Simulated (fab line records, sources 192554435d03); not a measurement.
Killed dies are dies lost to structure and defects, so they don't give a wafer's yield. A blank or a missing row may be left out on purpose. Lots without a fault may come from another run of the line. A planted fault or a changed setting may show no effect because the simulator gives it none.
fab line records | flow n5_finfet
record lots=8 wafers=23 last_day=17
route steps=1938 shown SPACER0@258 SD_EPI_N@272 SD_EPI_P@305 BEOL_M4@1111 PASSIVATION@1936
lots that met no fault: from a run of the same line without faults
start_h: hours from the record's first day to the start of the lot's first wafer shown | wait_h: hours since the lot's step before | " the same as in the row above | L1.1+2: a row that stands for several wafers | - no value, or no start given | * or withheld: withheld | < > ~ a bound
route shown NAME@n: a module of which the file shows steps, and the number in the route of the first | usual: mean/standard deviation of fault-free wafers | same: alike in all rows | chamber/n: place in a boat | sites: the reading at each site | _std_site: their standard deviation | _edge_site: outer sites' mean less inner sites' | radius_mm: how far each site lies from the wafer's centre | mask NAME#n: copy n | behind: the tool/chamber that last shaped the wafer | hold: why the lot was held/for how many hours/how that ended | device: the transistor (n, p or np) that didn't switch | end of line: the same wafers' tests at the end of the route | a step without rows: its recipe alone | killed: dies lost to structure and defects at the first sort, not the wafer's yield | map: a wafer's dies, x killed, . not, _ none there
set.NAME: the setting as run; set.NAME@STEP: as run at that earlier step | model.NAME: the simulator's own value behind a step, which no gauge read
steps of the route over a sample of lots; a table a step, a row a wafer
services: from which hour (start_h, from the record's first day; less than 0 if before it) a tool's chamber was out of use, for how many hours, and why
## steps
# step N5_SPACER0_ALD_07
# recipe material=SiNx target_thk_a=20 temp_c=400 ald_precursor_family=SiH2I2 ald_co_reactant=N2/H2-plasma pressure_torr=2
# usual heater_power_w=882/95
# columns lot.wafer tool chamber start_h wait_h heater_power_w since_wet_clean_h
L992.3 ald_sin-04 3 61.33 0.0 965 251
L992.5 " 1 " " 802 -
L992.6 " 2 " " 941 -
L993.2 ald_sin-03 2 66.19 0.0 895 58
L993.3 " 3 " " 821 58
L993.4 " 0 " " 835 58
L101.1 ald_sin-03 2 117.04 0.0 854 109
L101.5 " 2 " " 865 -
L102.1 ald_sin-01 3 123.60 0.4 875 220
L102.2 " 2 " " 763 220
L102.6 " 0 " " 1098 -
L103.1 ald_sin-03 1 131.73 0.0 821 124
L103.2 " 2 " " 876 124
L103.4 " 3 " " 789 124
L104.2 ald_sin-01 1 134.64 0.0 810 231
L104.5 " 3 " " 847 -
L104.6 " 2 " " 773 -
L106.1 ald_sin-03 2 153.89 0.1 874 146
L106.3 " 3 " " 808 146
L106.5 " 2 " " 866 -
L113.3 ald_sin-03 0 185.25 0.7 870 178
L113.5 " 3 " " 801 -
L113.6 " 2 " " 888 -
# step N5_SD_EPI_N_INSPECT_11
# recipe mode=adi inspect_instrument=macro
# usual raw_defect_count=2.0/1.4
# columns lot.wafer tool chamber start_h wait_h raw_defect_count
L992.3 defect_inspect-01 - 62.22 0.0 4
L992.5 " - " " 2
L992.6 " - " " 3
L993.2 defect_inspect-02 - 67.08 0.0 3
L993.3 " - " " 3
L993.4 " - " " 4
L101.1 defect_inspect-02 - 118.06 0.0 2
L101.5 " - " " 0
L102.1 defect_inspect-02 - 124.50 0.0 4
L102.2 " - " " 3
L102.6 " - " " 1
L103.1 defect_inspect-01 - 132.75 0.0 4
L103.2 " - " " 2
L103.4 " - " " 2
L104.2 defect_inspect-02 - 135.54 0.0 2
L104.5 " - " " 1
L104.6 " - " " 2
L106.1 defect_inspect-01 - 154.91 0.0 0
L106.3 " - " " 1
L106.5 " - " " 0
L113.3 defect_inspect-01 - 186.29 0.0 4
L113.5 " - " " 4
L113.6 " - " " 2
# step N5_SD_EPI_N_ETCH_35
# recipe chemistry=N2/H2 target=SOC overetch_a=1080 mask_material=SiARC temp_c=40 ion_energy_ev=100 source_w=3000 bias_w=133 pressure_mtorr=20 time_s=486 n2_flow_sccm=200 h2_flow_sccm=200
# usual drypump_motor_current_A=5.6/0.36 oes_product_au=0.68/0.077 rf_fwd_power_W=2996/8.6 rf_vpp_V=240.7/1.5 showerhead_plenum_p_Torr=2.53/0.089 temp_c=39.99/0.11 throttle_valve_pct=23.77/0.29
# columns lot.wafer tool chamber start_h wait_h drypump_motor_current_A oes_product_au rf_fwd_power_W rf_hours_counter_h rf_vpp_V showerhead_plenum_p_Torr temp_c throttle_valve_pct
L992.3 rie_diel-05 2 62.35 0.0 5.7 0.73 2993 103 237.2 2.37 40.00 24.45
L992.5 " 0 " " 4.9 0.66 2999 - 240.8 2.45 40.16 23.97
L992.6 " 3 " " 5.0 0.65 3002 - 242.1 2.62 39.99 23.35
L993.2 rie_diel-04 2 67.42 0.0 5.7 0.65 3000 194 242.2 2.59 39.89 23.70
L993.3 " 1 " " 5.6 0.64 2986 199 238.9 2.43 39.78 23.95
L993.4 " 0 " " 6.0 0.63 2992 225 241.2 2.61 40.01 23.56
L101.1 rie_diel-05 0 118.24 0.0 4.9 0.64 3002 178 240.6 2.44 40.05 23.97
L101.5 " 3 " " 5.0 0.64 2989 - 242.7 2.61 40.16 23.41
L102.1 rie_diel-05 3 125.29 0.0 5.0 0.64 2992 202 241.2 2.61 40.02 23.41
L102.2 " 0 " " 4.9 0.65 2991 180 237.4 2.44 40.04 24.00
L102.6 " 3 " " 5.0 0.63 2995 - 243.0 2.61 39.88 23.40
L103.1 rie_diel-05 0 132.99 0.0 4.9 0.64 2996 182 240.5 2.44 40.15 23.99
L103.2 " 1 " " 5.6 0.74 2985 57 239.1 2.47 40.03 23.66
L103.4 " 2 " " 5.7 0.70 2985 130 239.3 2.36 40.00 24.48
L104.2 rie_diel-04 0 135.66 0.0 6.0 0.61 3007 247 239.8 2.60 39.97 23.60
L104.5 " 1 " " 5.6 0.63 2988 - 237.6 2.42 40.03 23.97
L104.6 " 0 " " 6.0 0.61 2992 - 241.4 2.60 40.04 23.58
L106.1 rie_diel-05 0 155.04 0.0 4.9 0.64 2991 187 238.6 2.44 39.91 24.00
L106.3 " 2 " " 5.7 0.70 3005 138 238.2 2.35 39.93 24.49
L106.5 " 3 " " 5.0 0.63 2997 - 241.5 2.61 40.13 23.41
L113.3 rie_diel-04 0 186.99 0.0 6.0 0.81 3010 13 242.9 2.59 39.65 23.37
L113.5 " 0 " " 6.0 0.82 2998 - 241.7 2.59 40.07 23.39
L113.6 " 1 " " 5.6 0.61 2994 - 239.4 2.41 39.91 24.00
# step N5_SD_EPI_N_ETCH_45
# recipe chemistry=CH3F/O2 target=SiOCN target_depth_a=60 mask_material=SOC ion_energy_ev=60 bias_w=29 pressure_mtorr=15 source_w=410 Ar_flow_sccm=150 CH3F_flow_sccm=30 O2_flow_sccm=20
# usual drypump_motor_current_A=5.6/0.37 oes_product_au=0.76/0.091 rf_fwd_power_W=408.6/1.4 rf_vpp_V=127.4/1.1 showerhead_plenum_p_Torr=2.00/0.079 throttle_valve_pct=23.41/0.22
# columns lot.wafer tool chamber start_h wait_h drypump_motor_current_A oes_product_au rf_fwd_power_W rf_hours_counter_h rf_vpp_V showerhead_plenum_p_Torr throttle_valve_pct
L992.3 rie_diel-05 2 62.77 0.1 5.7 0.82 406.9 103 126.8 1.85 23.80
L992.5 " 0 " " 4.9 0.73 408.8 - 127.1 1.89 23.27
L992.6 " 3 " " 5.0 0.74 408.0 - 128.9 2.05 23.18
L993.2 rie_diel-04 2 67.84 0.1 5.7 0.72 409.7 194 128.0 2.08 23.69
L993.3 " 1 " " 5.6 0.70 406.3 199 126.0 1.91 23.38
L993.4 " 0 " " 6.0 0.69 407.6 225 128.2 2.08 23.46
L101.1 rie_diel-05 0 118.66 0.1 4.9 0.73 409.4 178 124.9 1.89 23.31
L101.5 " 3 " " 5.0 0.73 410.0 - 128.7 2.05 23.20
L102.1 rie_diel-05 3 125.72 0.1 5.0 0.71 410.4 202 128.3 2.05 23.19
L102.2 " 0 " " 4.9 0.73 407.3 180 127.9 1.88 23.29
L102.6 " 3 " " 5.0 0.71 410.8 - 126.9 2.05 23.17
L103.1 rie_diel-05 0 133.42 0.1 4.9 0.72 407.0 182 126.0 1.88 23.30
L103.2 " 1 " " 5.6 0.81 408.6 57 127.5 1.95 23.12
L103.4 " 2 " " 5.7 0.80 407.4 130 125.7 1.84 23.85
L104.2 rie_diel-04 0 136.09 0.1 6.0 0.66 408.1 247 127.5 2.07 23.48
L104.5 " 1 " " 5.6 0.70 409.1 - 127.2 1.90 23.43
L104.6 " 0 " " 6.0 0.67 408.0 - 128.7 2.07 23.50
L106.1 rie_diel-05 0 155.46 0.1 4.8 0.72 406.5 187 127.0 1.88 23.32
L106.3 " 2 " " 5.7 0.80 408.9 138 126.9 1.84 23.85
L106.5 " 3 " " 5.0 0.73 409.1 - 127.9 2.04 23.20
L113.3 rie_diel-04 0 187.42 0.1 6.0 0.91 405.6 13 126.9 2.06 23.27
L113.5 " 0 " " 6.0 0.92 404.0 - 127.9 2.06 23.27
L113.6 " 1 " " 5.6 0.67 408.4 - 128.1 1.89 23.44
# step N5_SD_EPI_N_INSPECT_26
# recipe inspect_instrument=darkfield mode=post_epi
# usual raw_defect_count=209/43
# columns lot.wafer tool chamber start_h wait_h raw_defect_count
L992.3 defect_inspect-02 - 66.20 0.1 199
L992.5 " - " " 202
L992.6 " - " " 233
L993.2 defect_inspect-01 - 71.28 0.1 134
L993.3 " - " " 129
L993.4 " - " " 132
L101.1 defect_inspect-02 - 122.09 0.1 330
L101.5 " - " " 274
L102.1 defect_inspect-02 - 129.33 0.1 229
L102.2 " - " " 234
L102.6 " - " " 173
L103.1 defect_inspect-02 - 137.64 0.1 802
L103.2 " - " " 695
L103.4 " - " " 747
L104.2 defect_inspect-01 - 139.68 0.1 270
L104.5 " - " " 250
L104.6 " - " " 300
L106.1 defect_inspect-01 - 158.89 0.1 722
L106.3 " - " " 744
L106.5 " - " " 783
L113.3 defect_inspect-01 - 191.60 0.1 280
L113.5 " - " " 219
L113.6 " - " " 255
# step N5_SD_EPI_P_INSPECT_11
# recipe mode=adi inspect_instrument=macro
# usual raw_defect_count=2.2/1.4
# columns lot.wafer tool chamber start_h wait_h raw_defect_count
L992.3 defect_inspect-02 - 66.66 0.0 2
L992.5 " - " " 1
L992.6 " - " " 4
L993.2 defect_inspect-02 - 71.73 0.0 3
L993.3 " - " " 1
L993.4 " - " " 5
L101.1 defect_inspect-01 - 122.54 0.0 2
L101.5 " - " " 4
L102.1 defect_inspect-01 - 129.78 0.0 3
L102.2 " - " " 3
L102.6 " - " " 1
L103.1 defect_inspect-02 - 138.09 0.0 >300
L103.2 " - " " >300
L103.4 " - " " >300
L104.2 defect_inspect-02 - 140.01 0.0 2
L104.5 " - " " 3
L104.6 " - " " 0
L106.1 defect_inspect-01 - 159.22 0.0 >300
L106.3 " - " " >300
L106.5 " - " " >300
L113.3 defect_inspect-01 - 192.05 0.0 3
L113.5 " - " " 2
L113.6 " - " " 2
# step N5_SD_EPI_P_INSPECT_26
# recipe inspect_instrument=darkfield mode=post_epi
# usual raw_defect_count=183/37
# columns lot.wafer tool chamber start_h wait_h raw_defect_count
L992.3 defect_inspect-01 - 70.41 0.0 146
L992.5 " - " " 167
L992.6 " - " " 207
L993.2 defect_inspect-01 - 75.50 0.0 201
L993.3 " - " " 181
L993.4 " - " " 181
L101.1 defect_inspect-02 - 127.30 0.0 270
L101.5 " - " " 245
L102.1 defect_inspect-01 - 134.32 0.0 176
L102.2 " - " " 210
L102.6 " - " " 238
L103.1 defect_inspect-01 - 142.96 0.0 786
L103.2 " - " " 684
L103.4 " - " " 708
L104.2 defect_inspect-02 - 143.81 0.0 183
L104.5 " - " " 181
L104.6 " - " " 217
L106.1 defect_inspect-02 - 163.00 0.0 678
L106.3 " - " " 733
L106.5 " - " " 782
L113.3 defect_inspect-02 - 196.81 0.0 181
L113.5 " - " " 188
L113.6 " - " " 209
# step N5_BEOL_M4_RC_MEAS_101
# usual DIBL_N=36.1/2 DIBL_P=36.3/2.4 IOFF_N=0.15/0.035 IOFF_P=0.21/0.039 ION_N=672/15 ION_P=463/9.7 SS_N=71.5/0.7 SS_P=73.2/0.75 VT_N=251/3.6 VT_P=-250/3.8
# columns lot.wafer tool chamber start_h wait_h DIBL_N[mV/V] DIBL_P[mV/V] IOFF_N[nA/um] IOFF_P[nA/um] ION_N[uA/um] ION_P[uA/um] SS_N[mV/dec] SS_P[mV/dec] VT_N[mV] VT_P[mV]
L992.3 prober-01 0 176.51 0.3 32.3 33.3 0.11 0.18 672 481 71.6 72.3 254 -248
L992.5 " 0 " " 37.0 38.7 0.19 0.27 694 481 71.2 73.3 247 -245
L992.6 " 0 " " 35.8 37.5 0.16 0.25 688 484 71.5 73.6 249 -247
L993.2 prober-02 0 192.02 0.2 35.3 37.2 0.12 0.16 675 453 71.4 73.3 253 -258
L993.3 " 0 " " 31.4 32.2 0.08 0.11 637 439 69.7 71.6 260 -262
L993.4 " 0 " " 32.5 32.9 0.08 0.11 631 434 70.5 72.3 261 -262
L101.1 prober-02 0 239.84 0.0 37.0 37.7 0.18 0.24 682 470 72.2 73.9 246 -246
L101.5 " 0 " " 38.6 39.9 0.22 0.30 697 473 72.5 74.0 246 -245
L102.1 prober-01 0 246.02 0.0 36.2 35.9 0.16 0.22 670 471 71.7 73.3 251 -246
L102.2 " 0 " " 38.2 37.9 0.21 0.26 703 478 71.6 73.4 245 -245
L102.6 " 0 " " 35.7 34.8 0.16 0.21 683 461 71.2 72.6 249 -251
L103.1 prober-01 0 252.42 0.0 36.8 38.0 0.18 0.25 691 474 71.4 74.8 247 -247
L103.2 " 0 " " 37.1 37.9 0.18 0.26 684 473 71.4 73.8 249 -247
L103.4 " 0 " " 34.5 34.3 0.13 0.20 663 459 70.8 73.7 249 -251
L104.2 prober-02 0 252.43 0.2 37.0 37.2 0.17 0.24 696 474 71.3 72.7 247 -248
L104.5 " 0 " " 34.1 33.6 0.12 0.17 655 457 70.9 72.2 253 -253
L104.6 " 0 " " 35.9 35.8 0.15 0.21 687 474 70.9 73.0 252 -252
L106.1 prober-02 0 276.00 0.0 33.3 33.1 0.13 0.18 667 452 70.4 72.3 250 -254
L106.3 " 0 " " 38.0 38.7 0.20 0.27 680 462 72.8 73.7 247 -248
L106.5 " 0 " " 34.9 33.5 0.13 0.17 664 451 72.6 73.3 253 -250
L113.3 prober-02 0 306.90 0.3 37.6 36.7 0.17 0.24 673 467 71.1 74.5 249 -247
L113.5 " 0 " " 35.1 33.4 0.13 0.19 661 461 70.7 72.1 252 -249
L113.6 " 0 " " 38.3 38.3 0.19 0.27 701 481 71.2 73.5 247 -243
# step N5_PASSIVATION_PROBE_49
# usual defect_limited_yield=91.1/1.6 killed_at_M0_to_M3=35/11 killed_at_M4_up=13/5.4 killed_at_contacts=13/6.5 killed_at_front_end=40/14 killed_at_other=4/3.1 killed_dies=105/18 killed_open=69/14 killed_short=34/7.3 sort_bin_5_function=5.2/0.96 sort_bin_6_memory=3.4/0.77 sort_bin_8_speed=0.02/0.13 sort_n_pass=1075/19
# same gross_dies=1180 killed_at_back_side=0 sort_bin_4_leakage[%]=0
# columns lot.wafer tool chamber start_h wait_h defect_limited_yield[%] killed_at_M0_to_M3 killed_at_M4_up killed_at_contacts killed_at_front_end killed_at_other killed_dies killed_open killed_short sort_bin_5_function[%] sort_bin_6_memory[%] sort_bin_8_speed[%] sort_n_pass
L103.1 prober-02 - 367.88 0.0 81.9 40 15 9 142 7 213 69 25 10.8 4.6 0 967
L103.2 prober-02 - 367.93 0.1 81.4 45 19 11 140 5 220 98 37 11.4 5.3 0 960
L103.4 prober-02 - 368.03 0.2 81.4 41 12 3 159 5 220 59 28 12.0 4.5 0 960
L106.1 prober-01 - 374.06 0.0 82.6 24 20 9 149 3 205 57 19 12.5 2.8 0 975
L106.3 prober-01 - 374.16 0.1 82.6 25 14 9 150 7 205 55 23 10.3 4.9 0 975
L106.5 prober-01 - 374.26 0.2 84.4 23 16 6 137 2 184 57 28 10.6 3.4 0 996
# killed by level:class
L103.1 SD_EPI_N:unspecified=115 BEOL_M1:geometric_particle:open=14 BEOL_M0_SAQP:geometric_particle:open=9 MOL_CONTACT_COAG:geometric_particle:open=7 BEOL_M2:geometric_particle:open=7 BEOL_M4:geometric_particle:open=7 BEOL_M0_SAQP:geometric_particle:short=5 DUMMY_GATE:geometric_particle:open=4
L103.2 SD_EPI_N:unspecified=81 FIN_SAQP:geometric_particle:open=21 BEOL_M2:geometric_particle:open=14 FIN_SAQP:geometric_particle:short=9 MOL_CONTACT_COAG:geometric_particle:open=9 STI_FIN_REVEAL:geometric_particle:open=8 DUMMY_GATE:geometric_particle:open=8 BEOL_M0_SAQP:geometric_particle:open=7
L103.4 SD_EPI_N:unspecified=132 BEOL_M0_SAQP:geometric_particle:open=12 BEOL_M1:geometric_particle:open=10 STI_FIN_REVEAL:geometric_particle:open=7 BEOL_M0_SAQP:geometric_particle:short=6 BEOL_M2:geometric_particle:open=6 BEOL_M4:geometric_particle:open=6 FIN_SAQP:geometric_particle:open=5
L106.1 SD_EPI_N:unspecified=124 BEOL_M4:geometric_particle:open=14 MOL_CONTACT_COAG:geometric_particle:open=8 BEOL_M1:geometric_particle:open=5 STI_FIN_REVEAL:geometric_particle:open=4 BEOL_M0_SAQP:geometric_particle:short=4 BEOL_M3:geometric_particle:open=4 BEOL_M2:geometric_particle:open=4
L106.3 SD_EPI_N:unspecified=124 BEOL_M4:geometric_particle:open=9 MOL_CONTACT_COAG:geometric_particle:open=7 DUMMY_GATE:geometric_particle:open=6 BEOL_M0_SAQP:geometric_particle:open=6 BEOL_M2:geometric_particle:open=6 FIN_SAQP:geometric_particle:open=5 BEOL_M1:geometric_particle:open=5
L106.5 SD_EPI_N:unspecified=94 STI_FIN_REVEAL:geometric_particle:open=9 FIN_SAQP:geometric_particle:short=8 MOL_CONTACT_COAG:geometric_particle:open=6 BEOL_M0_SAQP:geometric_particle:open=6 BEOL_M1:geometric_particle:open=6 BEOL_M0_SAQP:geometric_particle:short=5 BEOL_M4:geometric_particle:open=5
## services
# columns tool chamber start_h hours kind
rie_diel-04 1 40.26 9.4 repair
ald_sin-03 1 47.32 3.2 repair
ald_sin-04 - 51.51 0.8 pm
rie_diel-04 - 64.98 1.1 repair
rie_diel-04 - 81.92 2.8 pm
ald_sin-03 - 141.99 6.1 pm
rie_diel-04 0 146.67 - clean
rie_diel-04 0 146.67 - consumable_replace:focus_ring
rie_diel-04 0 146.67 13.9 scheduled_down
rie_diel-04 0 146.67 13.9 vent_cycle
rie_diel-05 0 148.21 4.6 repair
ald_sin-01 3 156.05 4.9 repair
rie_diel-04 3 160.57 - clean
rie_diel-04 3 160.57 - consumable_replace:focus_ring
rie_diel-04 3 160.57 28.2 scheduled_down
rie_diel-04 3 160.57 28.2 vent_cycle
ald_sin-03 1 165.87 3.7 repair
ald_sin-04 - 176.76 14.0 pm
ald_sin-04 0 176.76 14.0 vent_cycle
ald_sin-04 1 176.76 14.0 vent_cycle
ald_sin-04 2 176.76 14.0 vent_cycle
ald_sin-04 3 176.76 14.0 vent_cycle
## key
first_sign step=N5_SD_EPI_N_INSPECT_26 reading=raw_defect_count direction=up sigmas=13 usual=209 struck=749
effect step=N5_SD_EPI_P_INSPECT_11 reading=raw_defect_count direction=up sigmas=99+ usual=2.2 struck=>300
effect step=N5_SD_EPI_P_INSPECT_26 reading=raw_defect_count direction=up sigmas=15 usual=183 struck=728
effect step=N5_PASSIVATION_PROBE_49 reading=killed_at_front_end direction=up sigmas=7.7 usual=40 struck=146
more_kills_born_at N5_SD_EPI_N_ETCH_35@rie_diel-05=670
met_at N5_SD_EPI_N_ETCH_35
struck_lots L103,L106
not_acting_at N5_SPACER0_ALD_07,N5_SD_EPI_N_INSPECT_11,N5_SD_EPI_N_ETCH_45
onset_between 125.29 132.99
fault kind=chamber_particle_source tool=rie_diel-05 chamber=- onset_h=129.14 steps=N5_SD_EPI_N_ETCH_35 rate_per_visit_cm2=0.84453 end_h=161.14
